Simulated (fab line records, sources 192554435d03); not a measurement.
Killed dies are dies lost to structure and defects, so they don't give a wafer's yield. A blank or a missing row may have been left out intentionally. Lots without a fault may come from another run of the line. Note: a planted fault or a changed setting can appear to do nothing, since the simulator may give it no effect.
Comparing a struck lot with a sound one / flow n5-finfet / 40 steps out of a route of 1938
Sound: these wafers, L108.2, L108.3, L108.5. Wafers L116.2, L116.3, L116.6 were the ones struck. The cause comes at the end.
For every step that has rows: the tool of each side, followed by ch and its chambers, followed by its first start. Under that, the readings that differ: sound wafers / struck wafers / difference of the means / sigmas: that difference in standard deviations of wafers without a fault.
alike: a reading whose means differ by less than 2 such deviations, as well as words and numbers matching on both sides. not compared: withheld readings; readings where some wafer has no value; bounds like >300 that might hide an equal value; numbers whose values overlap and for which the record gives no deviation.
A row with sigmas, a row that says differs or no value, or rows on one side alone: a step with any of these is where the two part. Non-overlapping numbers with no deviation appear without sigmas and do not part them. Lack of a reading on every wafer of one side parts them only where that side has two or more wafers.

first, 4 steps without rows for these wafers: N5_MOL_CONTACT_COAG_SIL_ANNEAL_21 (time 60 s); N5_MOL_CONTACT_COAG_PRE_CLEAN_141 (time 60 s); N5_MOL_CONTACT_COAG_SPUTTER_143 (material Co, target thk 2.5 nm); N5_MOL_CONTACT_COAG_CO_FILL_22 (material Co, precursor CCTBA/H2, target thk 20 nm).
N5_MOL_CONTACT_COAG_ANNEAL_113: time 300 s.
  sound on rtp-anneal-02 ch 0, day 5 16:50; struck on rtp-anneal-02 ch 0, day 7 22:34
  alike: lamp-power-pct, wafer_temp_C_max
N5_MOL_CONTACT_COAG_PRE_CLEAN_142: time 60 s.
  sound on pvd-sputter-02, day 5 18:42; struck on pvd-sputter-01, day 7 23:26
  alike: heater-power-w
then, 3 steps without rows for these wafers: N5_MOL_CONTACT_COAG_SPUTTER_130 (material Co, target thk 47.5 nm); N5_MOL_CONTACT_COAG_PRECLEAN_125 (cleans in DIW, time 57.5 s); N5_MOL_CONTACT_COAG_SRD_126 (dry time 32 s).
N5_MOL_CONTACT_COAG_CMP_23: polishes, stops on SiO2, t overpolish 1.5 s, target thk 0 nm.
  sound on cmp-02 ch 1,3, day 5 18:56; struck on cmp-04 ch 0,2,3, day 7 23:45
reading=motor-current-A (A); sound=8.2 9.2 9.3; struck=6.7 7.9 6.7; difference=-1.8; sigmas=-2
  alike: overpolish-run-s, slurry-filter-dp-kPa, time-to-endpoint-s
N5_MOL_CONTACT_COAG_WET_ETCH_26: target Co, target depth 13 nm.
  sound on wet-bench-03 ch 1,2,6, day 5 19:17; struck on wet-bench-04 ch 0,1,7, day 8 00:01
then, 1 step without rows for these wafers: N5_MOL_CONTACT_COAG_WET_ETCH_116 (etches the open film in SC1-inhibited, target depth 4.6 nm, rinse time 30 s).
N5_MOL_CONTACT_COAG_ALD_27: deposits SiOC, target thk 17 nm, pulse time 1.5 s, time 2720 s.
  sound on ald-sin-04 ch 0,2, day 5 19:46; struck on ald-sin-02 ch 2,3, day 8 00:29
  alike: heater-power-outer-w, heater-power-w, precursor-pulse-height-rel
then, 1 step without rows for these wafers: N5_MOL_CONTACT_COAG_CMP_28 (polishes, stops on SiNx, t overpolish 0.85 s, target thk 14.522 nm).
N5_MOL_CONTACT_COAG_THK_MEAS_29:
  sound on film-metro-01, day 5 21:38; struck on film-metro-01, day 8 02:21
  alike: MD_CAP_THK
then, 11 steps without rows for these wafers: N5_MOL_CONTACT_COAG_ALD_123 (deposits SiNx, target thk 5 nm, pulse time 1 s, purge time 2 s); N5_MOL_CONTACT_COAG_PECVD_31 (deposits SiO2 from TEOS/O2, target thk 46 nm, time 8.9 s); N5_MOL_CONTACT_COAG_COAT_75 (time 60 s, resist thk 60 nm); N5_MOL_CONTACT_COAG_COAT_76 (time 60 s, resist thk 10 nm); N5_MOL_CONTACT_COAG_COAT_77 (time 60 s, resist thk 10 nm); N5_MOL_CONTACT_COAG_COAT_78 (resist thk 40 nm); N5_MOL_CONTACT_COAG_EBR_80; N5_MOL_CONTACT_COAG_SOFTBAKE_79 (time 60 s); N5_MOL_CONTACT_COAG_EXPOSE_81 (exposes mask VG, defocus 0 nm); N5_MOL_CONTACT_COAG_PEB_82 (peb time 60 s); N5_MOL_CONTACT_COAG_DEVELOP_83 (develop time 30 s).
N5_MOL_CONTACT_COAG_CD_MEAS_84: the cd target is 25.1 nm.
  sound on cd-sem-03 ch 0, day 5 22:31; struck on cd-sem-01 ch 0, day 8 03:14
  alike: cd-nm
N5_MOL_CONTACT_COAG_OVL_MEAS_85:
  sound on overlay-02 ch 0, day 5 22:33; struck on overlay-02 ch 0, day 8 03:16
  alike: VG_OVL
then, 8 steps without rows for these wafers: N5_MOL_CONTACT_COAG_DESCUM_88 (chemistry O2, time 7 s); N5_MOL_CONTACT_COAG_ETCH_89 (etches underlayer in N2/H2, target depth 13 nm, time 10.4 s); N5_MOL_CONTACT_COAG_ETCH_90 (etches SiARC in CF4, target depth 13 nm, time 21.7 s); N5_MOL_CONTACT_COAG_ALD_131 (deposits SiO2, target thk 5 nm, pulse time 1 s, co reactant pulse time 1 s); N5_MOL_CONTACT_COAG_ETCHBACK_132 (etches SiO2 in CHF3, target depth 10 nm, time 6.7 s); N5_MOL_CONTACT_COAG_ETCH_91 (etches SOC in N2/H2, target depth 60 nm, overetch 21 nm, time 101.2 s); N5_MOL_CONTACT_COAG_STRIP_92 (strips in N2/H2); N5_MOL_CONTACT_COAG_STRIP_93 (strips in N2/H2).
N5_MOL_CONTACT_COAG_ETCHBACK_135: etches SiO2 in CHF3, target depth 25 nm, time 16.7 s.
  sound on rie-diel-04 ch 1,2,3, day 5 23:04; struck on rie-diel-04 ch 0,1,3, day 8 04:28
  alike: drypump-motor-current-A, oes-product-au, rf-vpp-V, showerhead-plenum-p-Torr, throttle-valve-pct
  not compared: rf-hours-counter-h
then, 2 steps without rows for these wafers: N5_MOL_CONTACT_COAG_STRIP_118 (strips in CHF3); N5_MOL_CONTACT_COAG_VIA_ETCH_46 (etches SiO2 in C4F6/O2, target depth 46 nm, overetch 9.2 nm, time 40 s).
-- record jumps: 9 days separate the struck wafers' starts on either side; left off in module MOL_CONTACT_COAG, taken up again in module PASSIVATION, whose first shown step is the route's number 1936 --
N5_PASSIVATION_PROBE_49:
  only the struck wafers here have rows in the record (prober-02, day 16 16:44); the sound ones have none

== WHERE THEY PART ==
Last at N5_PASSIVATION_PROBE_49 as far as this record goes, first at N5_MOL_CONTACT_COAG_CMP_23.

WHY: what had been put in by the simulator
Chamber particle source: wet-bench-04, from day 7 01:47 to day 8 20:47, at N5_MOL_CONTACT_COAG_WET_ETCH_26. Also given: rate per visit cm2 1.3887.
